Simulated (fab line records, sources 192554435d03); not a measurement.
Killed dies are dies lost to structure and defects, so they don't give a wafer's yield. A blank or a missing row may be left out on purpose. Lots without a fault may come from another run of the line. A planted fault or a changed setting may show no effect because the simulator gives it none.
fab line records | flow n5_finfet
record lots=7 wafers=21
route steps=1938 shown BEOL_M8@1339 BEOL_M10@1470 BEOL_M11@1536 BEOL_M12@1605 BEOL_M13@1705
start_h: hours from the record's first day to the start of the lot's first wafer shown | wait_h: hours since the lot's step before | " the same as in the row above | L1.1+2: a row that stands for several wafers | - no value, or no start given | * or withheld: withheld | < > ~ a bound
route shown NAME@n: a module of which the file shows steps, and the number in the route of the first | usual: mean/standard deviation of fault-free wafers | same: alike in all rows | chamber/n: place in a boat | sites: the reading at each site | _std_site: their standard deviation | _edge_site: outer sites' mean less inner sites' | radius_mm: how far each site lies from the wafer's centre | mask NAME#n: copy n | behind: the tool/chamber that last shaped the wafer | hold: why the lot was held/for how many hours/how that ended | device: the transistor (n, p or np) that didn't switch | end of line: the same wafers' tests at the end of the route | a step without rows: its recipe alone | killed: dies lost to structure and defects at the first sort, not the wafer's yield | map: a wafer's dies, x killed, . not, _ none there
set.NAME: the setting as run; set.NAME@STEP: as run at that earlier step | model.NAME: the simulator's own value behind a step, which no gauge read
lots whose settings were changed on purpose; a table a step, a row a wafer
## steps
# step N5_BEOL_M8_COAT_05
# recipe resist=CAR-ArF spin_rpm=1500 resist_thk_nm=90
# columns lot.wafer tool chamber start_h wait_h set.spin_rpm model.CAR-ArF_of_BEOL_M8_COAT_05.thk_nm
L077.1 litho_track-05 0 - - 1500 89.8
L077.5 " 0 " " 1500 90.2
L077.6 " 0 " " 1500 90
L078.4 litho_track-05 0 - - 1500 89.4
L078.5+6 " 0 " " 1573 87.4
L080.1+6 litho_track-05 0 - - 1500 89.6
L080.5 " 0 " " 1500 90
L083.4 litho_track-05 0 - - 1659 85.4
L083.5 " 0 " " 1659 85.6
L083.6 " 0 " " 1500 89.6
L084.2 litho_track-01 0 - - 1500 90.2
L084.4 " 0 " " 1500 90
L084.6 " 0 " " 1500 89.8
L096.3 litho_track-01 0 - - 1500 89.8
L096.5+6 " 0 " " 1500 89.6
L097.2 litho_track-02 0 - - 1430 92.2
L097.4 " 0 " " 1500 90.2
L097.5 " 0 " " 1500 90
# step N5_BEOL_M8_EBR_07
# recipe solvent=PGMEA ebr_width_mm=1.5
# step N5_BEOL_M8_SOFTBAKE_06
# recipe temp_c=110 time_s=60 resist=CAR-ArF
# step N5_BEOL_M8_DESCUM_16
# recipe chemistry=O2 time_s=7.9 source_power_w=50 bias_power_w=20 pressure_mtorr=20 rf_frequency_hz=2.712e+07 temp_c=40 resist=CAR-ArF o2_flow_sccm=225
# columns lot.wafer tool chamber start_h wait_h set.spin_rpm@BEOL_M8_COAT_05 model.CAR-ArF_of_BEOL_M8_COAT_05.thk_nm
L077.1+6 rie_diel-06 1 210.46 0.3 1500 83.4
L077.5 " 2 " " 1500 83.6
L078.4 rie_diel-06 3 221.66 0.2 1500 82.8
L078.5+6 " 2,1 " " 1573 80.8
L080.1 rie_diel-01 2 227.35 0.0 1500 83.2
L080.5 " 2 " " 1500 83.4
L080.6 " 1 " " 1500 83
L083.4 rie_diel-01 3 250.52 0.2 1659 78.8
L083.5 " 1 " " 1659 79.2
L083.6 " 2 " " 1500 83
L084.2 rie_diel-06 2 251.70 0.0 1500 83.6
L084.4 " 3 " " 1500 83.4
L084.6 " 0 " " 1500 83.2
L096.3 rie_diel-01 3 341.34 0.0 1500 83.4
L096.5+6 " 1,0 " " 1500 83
L097.2 rie_diel-06 0 350.85 0.4 1430 85.6
L097.4+5 " 2,0 " " 1500 83.6
# step N5_BEOL_M8_ETCH_61
# recipe chemistry=CF4 target=SiARC target_depth_a=455 mask_material=CAR-ArF time_s=75.8 ion_energy_ev=80 pressure_mtorr=40 source_w=545 bias_w=36 Ar_flow_sccm=100 cf4_flow_sccm=100 ends=cleared
# columns lot.wafer tool chamber start_h wait_h set.spin_rpm@BEOL_M8_COAT_05 model.CAR-ArF_of_BEOL_M8_COAT_05.thk_nm
L077.1+5 rie_diel-06 1,2 210.50 0.0 1500 51
L077.6 " 1 " " 1500 50.8
L078.4 rie_diel-06 3 221.70 0.0 1500 50.2
L078.5 " 2 " " 1573 48.2
L078.6 " 1 " " 1573 48
L080.1+6 rie_diel-01 2,1 227.38 0.0 1500 50.4
L080.5 " 2 " " 1500 50.8
L083.4 rie_diel-01 3 250.57 0.0 1659 46.2
L083.5 " 1 " " 1659 46.6
L083.6 " 2 " " 1500 50.6
L084.2 rie_diel-06 2 251.73 0.0 1500 51
L084.4 " 3 " " 1500 50.8
L084.6 " 0 " " 1500 50.6
L096.3 rie_diel-01 3 341.38 0.0 1500 50.8
L096.5+6 " 1,0 " " 1500 50.4
L097.2 rie_diel-06 0 350.89 0.0 1430 53
L097.4+5 " 2,0 " " 1500 51
# step N5_BEOL_M10_ILD_DEP_00
# recipe material=SiCOH_lowk target_thk_a=3085.1 temp_c=300 precursor=DEMS/porogen pressure_torr=5 rf_w=500 time_s=58
# columns lot.wafer tool chamber start_h wait_h set.time_s model.SiCOH_lowk_of_BEOL_M10_ILD_DEP_00.thk_nm
L077.1 pecvd-03 1 221.11 0.0 58 310.2
L077.5 " 2 " " 58 308.8
L077.6 " 1 " " 58 315
L078.4 pecvd-01 2 233.08 0.1 58 307.4
L078.5 " 1 " " 58 305.4
L078.6 " 0 " " 62.7 330
L080.1 pecvd-01 0 242.23 0.0 58 302.6
L080.5 " 1 " " 58 309.8
L080.6 " 2 " " 58 307
L083.4 pecvd-04 2 264.87 0.1 65.16 345.8
L083.5 " 0 " " 65.16 350.6
L083.6 " 1 " " 58 317
L084.2 pecvd-04 2 266.05 0.0 52.16 277.8
L084.4 " 1 " " 58 315.2
L084.6 " 0 " " 52.16 280.2
L096.3 pecvd-04 2 354.24 0.0 53.52 281.2
L096.5 " 1 " " 53.52 288.8
L096.6 " 2 " " 58 308.8
L097.2 pecvd-01 0 362.46 0.0 62.6 329.2
L097.4 " 1 " " 58 309.8
L097.5 " 0 " " 58 306.4
# step N5_BEOL_M10_CURE_71
# recipe temp_c=385 time_s=240 ambient=He/Ar material=SiCOH_lowk
# columns lot.wafer tool chamber start_h wait_h set.time_s@BEOL_M10_ILD_DEP_00 model.SiCOH_lowk_of_BEOL_M10_ILD_DEP_00.thk_nm
L077.1 uv_cure-01 1 221.21 0.1 58 269.4
L077.5 " 1 " " 58 268.2
L077.6 " 1 " " 58 273.6
L078.4 uv_cure-01 2 233.37 0.3 58 267
L078.5 " 2 " " 58 265.4
L078.6 " 2 " " 62.7 287
L080.1 uv_cure-02 2 242.31 0.0 58 262.8
L080.5 " 2 " " 58 269.2
L080.6 " 2 " " 58 266.6
L083.4 uv_cure-02 2 265.16 0.3 65.16 301
L083.5 " 2 " " 65.16 305.2
L083.6 " 2 " " 58 275.6
L084.2 uv_cure-03 2 266.21 0.1 52.16 240.8
L084.4 " 2 " " 58 274
L084.6 " 2 " " 52.16 243
L096.3 uv_cure-03 0 354.48 0.2 53.52 243.8
L096.5 " 0 " " 53.52 250.6
L096.6 " 0 " " 58 268.2
L097.2 uv_cure-03 1 362.62 0.1 62.6 286.2
L097.4 " 1 " " 58 269.2
L097.5 " 1 " " 58 266
# step N5_BEOL_M10_THK_MEAS_01
# recipe reads=SiCOH_lowk_of_BEOL_M10_ILD_DEP_00
# usual M10_ILD_THK=268/3.6
# columns lot.wafer tool chamber start_h wait_h set.time_s@BEOL_M10_ILD_DEP_00 M10_ILD_THK[nm]
L077.1 film_metro-02 - 221.73 0.4 58 269
L077.5 " - " " 58 269
L077.6 " - " " 58 274
L078.4 film_metro-02 - 233.65 0.2 58 267
L078.5 " - " " 58 265
L078.6 " - " " 62.7 287
L080.1 film_metro-01 - 242.82 0.4 58 263
L080.5 " - " " 58 269
L080.6 " - " " 58 267
L083.4 film_metro-02 - 265.44 0.2 65.16 301
L083.5 " - " " 65.16 305
L083.6 " - " " 58 276
L084.2 film_metro-02 - 266.64 0.4 52.16 241
L084.4 " - " " 58 274
L084.6 " - " " 52.16 243
L096.3 film_metro-01 - 354.83 0.3 53.52 244
L096.5 " - " " 53.52 251
L096.6 " - " " 58 268
L097.2 film_metro-02 - 363.05 0.4 62.6 286
L097.4 " - " " 58 269
L097.5 " - " " 58 266
# step N5_BEOL_M11_ILD_DEP_00
# recipe material=SiCOH_lowk target_thk_a=3085.1 temp_c=300 precursor=DEMS/porogen pressure_torr=5 rf_w=500 time_s=58
# columns lot.wafer tool chamber start_h wait_h set.time_s model.SiCOH_lowk_of_BEOL_M11_ILD_DEP_00.thk_nm
L077.1 pecvd-04 0 227.72 0.0 60.66 319.8
L077.5 " 2 " " 60.66 324.6
L077.6 " 0 " " 58 309.6
L078.4 pecvd-02 0 240.67 0.1 66.11 354.4
L078.5 " 1 " " 58 313.4
L078.6 " 2 " " 58 310.2
L080.1 pecvd-02 0 249.27 0.0 58 304.6
L080.5 " 0 " " 58 312.8
L080.6 " 2 " " 58 305.6
L083.4 pecvd-04 0 271.65 0.1 58 307
L083.5 " 2 " " 58 305.4
L083.6 " 1 " " 58 303.8
L084.2 pecvd-02 0 274.96 0.0 58 305
L084.4 " 1 " " 58 312
L084.6 " 0 " " 54.99 294.8
L096.3 pecvd-02 1 363.51 0.0 58 308.8
L096.5 " 1 " " 58 311
L096.6 " 0 " " 58 308
L097.2 pecvd-02 2 369.23 0.0 58 305.2
L097.4 " 2 " " 58 314
L097.5 " 0 " " 58 310.2
# step N5_BEOL_M11_CURE_71
# recipe temp_c=385 time_s=240 ambient=He/Ar material=SiCOH_lowk
# columns lot.wafer tool chamber start_h wait_h set.time_s@BEOL_M11_ILD_DEP_00 model.SiCOH_lowk_of_BEOL_M11_ILD_DEP_00.thk_nm
L077.1 uv_cure-03 2 227.94 0.2 60.66 278
L077.5 " 2 " " 60.66 282.4
L077.6 " 2 " " 58 269
L078.4 uv_cure-02 1 240.96 0.3 66.11 308.6
L078.5 " 1 " " 58 272.4
L078.6 " 1 " " 58 269.6
L080.1 uv_cure-01 1 249.35 0.0 58 264.4
L080.5 " 1 " " 58 271.8
L080.6 " 1 " " 58 265.4
L083.4 uv_cure-01 1 271.93 0.3 58 266.8
L083.5 " 1 " " 58 265.2
L083.6 " 1 " " 58 263.8
L084.2 uv_cure-03 2 275.12 0.1 58 264.8
L084.4 " 2 " " 58 271.2
L084.6 " 2 " " 54.99 255.8
L096.3 uv_cure-02 2 364.22 0.7 58 268.2
L096.5 " 2 " " 58 270.2
L096.6 " 2 " " 58 267.6
L097.2 uv_cure-03 1 369.39 0.1 58 265.2
L097.4 " 1 " " 58 272.8
L097.5 " 1 " " 58 269.4
# step N5_BEOL_M11_THK_MEAS_01
# recipe reads=SiCOH_lowk_of_BEOL_M11_ILD_DEP_00
# usual M11_ILD_THK=267/3.4
# columns lot.wafer tool chamber start_h wait_h set.time_s@BEOL_M11_ILD_DEP_00 M11_ILD_THK[nm]
L077.1 film_metro-01 - 228.93 0.8 60.66 278
L077.5 " - " " 60.66 282
L077.6 " - " " 58 269
L078.4 film_metro-02 - 241.23 0.2 66.11 309
L078.5 " - " " 58 272
L078.6 " - " " 58 270
L080.1 film_metro-01 - 249.87 0.4 58 265
L080.5 " - " " 58 272
L080.6 " - " " 58 265
L083.4 film_metro-02 - 272.21 0.2 58 267
L083.5 " - " " 58 265
L083.6 " - " " 58 264
L084.2 film_metro-01 - 275.55 0.4 58 265
L084.4 " - " " 58 271
L084.6 " - " " 54.99 256
L096.3 film_metro-02 - 365.54 1.0 58 268
L096.5 " - " " 58 270
L096.6 " - " " 58 268
L097.2 film_metro-02 - 369.82 0.4 58 265
L097.4 " - " " 58 273
L097.5 " - " " 58 269
# step N5_BEOL_M11_PECVD_70
# recipe material=SiO2 target_thk_a=200 temp_c=400 precursor=TEOS/O2 pressure_torr=5.5 rf_w=450 teos_flow_sccm=53.8 gas=O2 flow_sccm=3000 time_s=22.7
# columns lot.wafer tool chamber start_h wait_h set.time_s model.SiO2_of_BEOL_M11_PECVD_70.thk_nm
L077.1 pecvd-01 2 228.97 0.0 23.74 20.6
L077.5 " 0 " " 22.7 19.6
L077.6 " 1 " " 22.7 20.2
L078.4+5 pecvd-02 1,2 241.29 0.1 22.7 20.4
L078.6 " 0 " " 22.7 20.2
L080.1 pecvd-01 0 249.90 0.0 22.7 19.4
L080.5 " 0 " " 22.7 19.8
L080.6 " 1 " " 22.7 20.4
L083.4 pecvd-04 2 272.26 0.1 22.7 20.4
L083.5 " 1 " " 20.98 18.4
L083.6 " 2 " " 22.7 20.2
L084.2 pecvd-01 2 275.59 0.0 22.7 19.4
L084.4 " 1 " " 22.7 20
L084.6 " 0 " " 22.7 19.8
L096.3 pecvd-04 1 365.57 0.0 22.7 19.4
L096.5+6 " 1,2 " " 22.7 19.8
L097.2 pecvd-04 2 369.86 0.0 25.11 22
L097.4 " 2 " " 25.11 22.6
L097.5 " 1 " " 22.7 19.8
# step N5_BEOL_M12_COAT_04
# recipe spin_rpm=1625 resist_thk_nm=400
# columns lot.wafer tool chamber start_h wait_h set.spin_rpm model.coat_of_BEOL_M12_COAT_04.thk_nm
L077.1 litho_track-04 0 - - 1625 399.6
L077.5 " 0 " " 1806 378
L077.6 " 0 " " 1625 400.2
L078.4 litho_track-02 0 - - 1625 399.8
L078.5 " 0 " " 1687 392.6
L078.6 " 0 " " 1625 400.8
L080.1 litho_track-04 0 - - 1625 401.2
L080.5 " 0 " " 1625 402.6
L080.6 " 0 " " 1625 401.8
L083.4 litho_track-04 0 - - 1506 414.8
L083.5 " 0 " " 1625 399.4
L083.6 " 0 " " 1625 400.2
L084.2 litho_track-04 0 - - 1541 410.6
L084.4 " 0 " " 1541 410.2
L084.6 " 0 " " 1541 409.6
L096.3 litho_track-02 0 - - 1625 402
L096.5 " 0 " " 1625 401.2
L096.6 " 0 " " 1542 412.4
L097.2 litho_track-03 0 - - 1625 398.2
L097.4 " 0 " " 1625 398.6
L097.5 " 0 " " 1625 399.8
# step N5_BEOL_M12_EXPOSE_07
# recipe mask_id=V11 na=0.93 source_shape=conventional sigma_outer=0.6 polarization=unpolarized attpsm_phase_deg=180 dose_mj=32.5
# columns lot.wafer tool chamber start_h wait_h mask set.dose_mj
L077.1+5 krf_scanner-02 0 237.23 - V11#0 30.85
L077.6 " 0 " " V11#0 32.5
L078.4 krf_scanner-02 0 247.84 - V11#0 33.71
L078.5+6 " 0 " " V11#0 32.5
L080.1+5+6 krf_scanner-02 0 259.60 - V11#0 32.5
L083.4+5 krf_scanner-01 0 278.74 - V11#0 33.46
L083.6 " 0 " " V11#0 32.5
L084.2+4+6 krf_scanner-02 0 282.26 - V11#0 32.5
L096.3+6 krf_scanner-02 0 373.57 - V11#0 33.91
L096.5 " 0 " " V11#0 32.5
L097.2+4 krf_scanner-01 0 377.45 - V11#0 33.56
L097.5 " 0 " " V11#0 32.5
# step N5_BEOL_M12_PEB_08
# recipe peb_temp_c=130 peb_time_s=90
# step N5_BEOL_M12_DEVELOP_09
# recipe develop_time_s=45 rinse_liquid=diw dry=air_spin dev_temp_c=21
# step N5_BEOL_M12_HARDBAKE_14
# recipe temp_c=130 time_s=120
# step N5_BEOL_M12_CD_MEAS_10
# recipe target_cd_nm=140 landing_energy_ev=500 detector=se_inlens polarity=opening
# usual cd_nm=139.2/1.9
# columns lot.wafer tool chamber start_h wait_h set.dose_mj@BEOL_M12_EXPOSE_07 cd_nm
L077.1 cd_sem-01 0 237.40 - 30.85 132.4
L077.5 " 0 " " 30.85 135.2
L077.6 " 0 " " 32.5 140.2
L078.4 cd_sem-02 0 248.00 - 33.71 142.5
L078.5 " 0 " " 32.5 141.7
L078.6 " 0 " " 32.5 138.0
L080.1 cd_sem-03 0 259.78 - 32.5 144.2
L080.5 " 0 " " 32.5 140.5
L080.6 " 0 " " 32.5 141.4
L083.4 cd_sem-02 0 278.90 - 33.46 142.6
L083.5 " 0 " " 33.46 140.9
L083.6 " 0 " " 32.5 138.9
L084.2 cd_sem-02 0 282.43 - 32.5 139.4
L084.4 " 0 " " 32.5 138.1
L084.6 " 0 " " 32.5 137.7
L096.3 cd_sem-03 0 373.74 - 33.91 143.6
L096.5 " 0 " " 32.5 137.1
L096.6 " 0 " " 33.91 142.9
L097.2 cd_sem-03 0 377.61 - 33.56 147.0
L097.4 " 0 " " 33.56 145.6
L097.5 " 0 " " 32.5 141.1
# step N5_BEOL_M12_DESCUM_15
# recipe chemistry=O2 time_s=7.9 source_power_w=50 bias_power_w=20 pressure_mtorr=20 rf_frequency_hz=2.712e+07 temp_c=40 o2_flow_sccm=225
# step N5_BEOL_M12_ETCH_59
# recipe chemistry=N2/H2 target=BARC target_depth_a=890 overetch_a=267 time_s=67.9 ion_energy_ev=200 pressure_mtorr=30 source_w=840 bias_w=150 n2_flow_sccm=200 h2_flow_sccm=200
# columns lot.wafer tool chamber start_h wait_h set.spin_rpm@BEOL_M12_COAT_04 model.coat_of_BEOL_M12_COAT_04.thk_nm
L077.1 rie_diel-06 2 237.52 0.0 1625 316.2
L077.5 " 3 " " 1806 294.8
L077.6 " 2 " " 1625 316.6
L078.4 rie_diel-06 0 248.12 0.0 1625 317.4
L078.5 " 1 " " 1687 311.2
L078.6 " 2 " " 1625 316.8
L080.1 rie_diel-02 0 259.91 0.0 1625 318
L080.5 " 3 " " 1625 320.6
L080.6 " 0 " " 1625 318.8
L083.4 rie_diel-06 1 279.44 0.0 1506 332.8
L083.5 " 1 " " 1625 318.4
L083.6 " 2 " " 1625 316.2
L084.2 rie_diel-01 0 282.55 0.0 1541 325
L084.4 " 2 " " 1541 327.6
L084.6 " 0 " " 1541 324
L096.3 rie_diel-01 0 373.86 0.0 1625 316.4
L096.5 " 3 " " 1625 320.4
L096.6 " 0 " " 1542 327.2
L097.2 rie_diel-02 1 377.74 0.0 1625 315.8
L097.4 " 2 " " 1625 316.4
L097.5 " 3 " " 1625 319.6
# step N5_BEOL_M12_VIA_ETCH_16
# recipe chemistry=C4F8/O2/Ar target=SiOC pressure_mtorr=30 source_w=3000 bias_w=700 Ar_flow_sccm=400 C4F8_flow_sccm=15 O2_flow_sccm=8 he_inner_torr=15 he_outer_torr=30 target_depth_a=7248 time_s=withheld ion_energy_ev=250 ends=cleared
# step N5_BEOL_M12_STRIP_63
# recipe chemistry=N2/H2 power_w=1000 temp_c=250 h2_frac=0.65 overash_fraction=0.3 pressure_mtorr=1000 n2_flow_sccm=1750 h2_flow_sccm=3250
# usual strip_time_to_endpoint_s=42.3/0.88
# columns lot.wafer tool chamber start_h wait_h set.spin_rpm@BEOL_M12_COAT_04 strip_time_to_endpoint_s
L077.1 plasma_asher-01 0 237.77 - 1625 42.3
L077.5 " 0 " " 1806 35.7
L077.6 " 1 " " 1625 41.3
L078.4 plasma_asher-01 1 248.39 - 1625 40.9
L078.5 " 0 " " 1687 39.3
L078.6 " 1 " " 1625 41.3
L080.1 plasma_asher-01 1 260.16 - 1625 43.4
L080.5 " 1 " " 1625 43.2
L080.6 " 0 " " 1625 42.0
L083.4 plasma_asher-02 1 279.71 - 1506 45.1
L083.5 " 0 " " 1625 42.4
L083.6 " 1 " " 1625 41.2
L084.2 plasma_asher-01 1 282.80 - 1541 45.1
L084.4 " 1 " " 1541 44.9
L084.6 " 1 " " 1541 44.0
L096.3 plasma_asher-01 0 374.13 - 1625 42.7
L096.5 " 0 " " 1625 43.0
L096.6 " 1 " " 1542 45.0
L097.2 plasma_asher-01 0 377.99 - 1625 43.3
L097.4 " 1 " " 1625 42.9
L097.5 " 0 " " 1625 43.7
# step N5_BEOL_M12_STRIP_64
# recipe chemistry=N2/H2 power_w=1000 temp_c=250 h2_frac=0.65 overash_fraction=0.3 pressure_mtorr=withheld n2_flow_sccm=1750 h2_flow_sccm=3250
# step N5_BEOL_M12_STRIP_71
# recipe chemistry=post_etch_residue_remover time_s=60 temp_c=25 remover_ph=withheld remover_water_wt_pct=withheld remover_fluoride_wt_pct=withheld
# step N5_BEOL_M12_SRD_72
# recipe time_s=30 temp_c=23 rinse_liquid=diw dry=n2_spin spin_rpm=1500 dry_time_s=30
# step N5_BEOL_M12_CD_MEAS_17
# recipe target_cd_nm=140 polarity=opening
# usual cd_nm=139.6/2.2
# columns lot.wafer tool chamber start_h wait_h set.dose_mj@BEOL_M12_EXPOSE_07 cd_nm
L077.1 cd_sem-02 - 237.98 0.0 30.85 133.1
L077.5 " - " " 30.85 136.1
L077.6 " - " " 32.5 141.5
L078.4 cd_sem-02 - 248.58 0.0 33.71 142.4
L078.5 " - " " 32.5 140.3
L078.6 " - " " 32.5 137.8
L080.1 cd_sem-01 - 260.37 0.0 32.5 145.4
L080.5 " - " " 32.5 142.5
L080.6 " - " " 32.5 142.9
L083.4 cd_sem-02 - 279.90 0.0 33.46 142.3
L083.5 " - " " 33.46 140.7
L083.6 " - " " 32.5 138.8
L084.2 cd_sem-01 - 283.01 0.0 32.5 139.4
L084.4 " - " " 32.5 138.0
L084.6 " - " " 32.5 138.1
L096.3 cd_sem-03 - 374.32 0.0 33.91 143.8
L096.5 " - " " 32.5 137.5
L096.6 " - " " 33.91 143.4
L097.2 cd_sem-01 - 378.20 0.0 33.56 146.4
L097.4 " - " " 33.56 147.1
L097.5 " - " " 32.5 140.6
# step N5_BEOL_M13_SPUTTER_43
# recipe material=TaN target_thk_a=150 temp_c=50 bias_v=168.6 power_w=15000 chamber_pressure_pa=0.12 time_s=24.19
# columns lot.wafer tool chamber start_h wait_h set.time_s model.TaN_of_BEOL_M13_SPUTTER_43.thk_nm
L077.1+5 pvd_sputter-03 - 243.72 0.0 24.19 15.2
L077.6 " - " " 21.35 13.6
L078.4+6 pvd_sputter-03 - 258.00 0.0 22.11 13.6
L078.5 " - " " 24.19 15
L080.1+6 pvd_sputter-01 - 270.25 0.0 24.19 14.8
L080.5 " - " " 24.19 15
L083.4+5+6 pvd_sputter-01 - 294.53 0.0 24.19 15
L084.2+4+6 pvd_sputter-02 - 301.26 0.0 24.19 15.2
L096.3 pvd_sputter-03 - 384.50 0.0 25.41 15.8
L096.5+6 " - " " 24.19 15
L097.2 pvd_sputter-01 - 384.74 0.0 21.51 13.8
L097.4 " - " " 24.19 15.4
L097.5 " - " " 24.19 15.2
## key
split step=N5_BEOL_M8_COAT_05 setting=spin_rpm stated=1500 by=wafer
response step=N5_BEOL_M8_COAT_05 reading=model.CAR-ArF_of_BEOL_M8_COAT_05.thk_nm change=-0.399 per=1% r=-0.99
response step=N5_BEOL_M8_DESCUM_16 reading=model.CAR-ArF_of_BEOL_M8_COAT_05.thk_nm change=-0.389 per=1% r=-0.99
response step=N5_BEOL_M8_ETCH_61 reading=model.CAR-ArF_of_BEOL_M8_COAT_05.thk_nm change=-0.406 per=1% r=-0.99
split step=N5_BEOL_M10_ILD_DEP_00 setting=time_s stated=58 by=wafer
response step=N5_BEOL_M10_ILD_DEP_00 reading=model.SiCOH_lowk_of_BEOL_M10_ILD_DEP_00.thk_nm change=+2.92 per=1% r=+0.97
response step=N5_BEOL_M10_CURE_71 reading=model.SiCOH_lowk_of_BEOL_M10_ILD_DEP_00.thk_nm change=+2.58 per=1% r=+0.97
response step=N5_BEOL_M10_THK_MEAS_01 reading=M10_ILD_THK change=+2.58 per=1% r=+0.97
split step=N5_BEOL_M11_ILD_DEP_00 setting=time_s stated=58 by=wafer
response step=N5_BEOL_M11_ILD_DEP_00 reading=model.SiCOH_lowk_of_BEOL_M11_ILD_DEP_00.thk_nm change=+2.98 per=1% r=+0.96
response step=N5_BEOL_M11_CURE_71 reading=model.SiCOH_lowk_of_BEOL_M11_ILD_DEP_00.thk_nm change=+2.63 per=1% r=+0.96
response step=N5_BEOL_M11_THK_MEAS_01 reading=M11_ILD_THK change=+2.64 per=1% r=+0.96
split step=N5_BEOL_M11_PECVD_70 setting=time_s stated=22.7 by=wafer
response step=N5_BEOL_M11_PECVD_70 reading=model.SiO2_of_BEOL_M11_PECVD_70.thk_nm change=+0.231 per=1% r=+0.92
split step=N5_BEOL_M12_COAT_04 setting=spin_rpm stated=1625 by=wafer
response step=N5_BEOL_M12_COAT_04 reading=model.coat_of_BEOL_M12_COAT_04.thk_nm change=-2.01 per=1% r=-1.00
response step=N5_BEOL_M12_ETCH_59 reading=model.coat_of_BEOL_M12_COAT_04.thk_nm change=-1.93 per=1% r=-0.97
response step=N5_BEOL_M12_STRIP_63 reading=strip_time_to_endpoint_s change=* per=1% r=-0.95
split step=N5_BEOL_M12_EXPOSE_07 setting=dose_mj stated=32.5 by=wafer
response step=N5_BEOL_M12_CD_MEAS_10 reading=cd_nm change=+1.21 per=1% r=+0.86
response step=N5_BEOL_M12_CD_MEAS_17 reading=cd_nm change=+1.31 per=1% r=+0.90
split step=N5_BEOL_M13_SPUTTER_43 setting=time_s stated=24.19 by=wafer
response step=N5_BEOL_M13_SPUTTER_43 reading=model.TaN_of_BEOL_M13_SPUTTER_43.thk_nm change=+0.143 per=1% r=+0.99
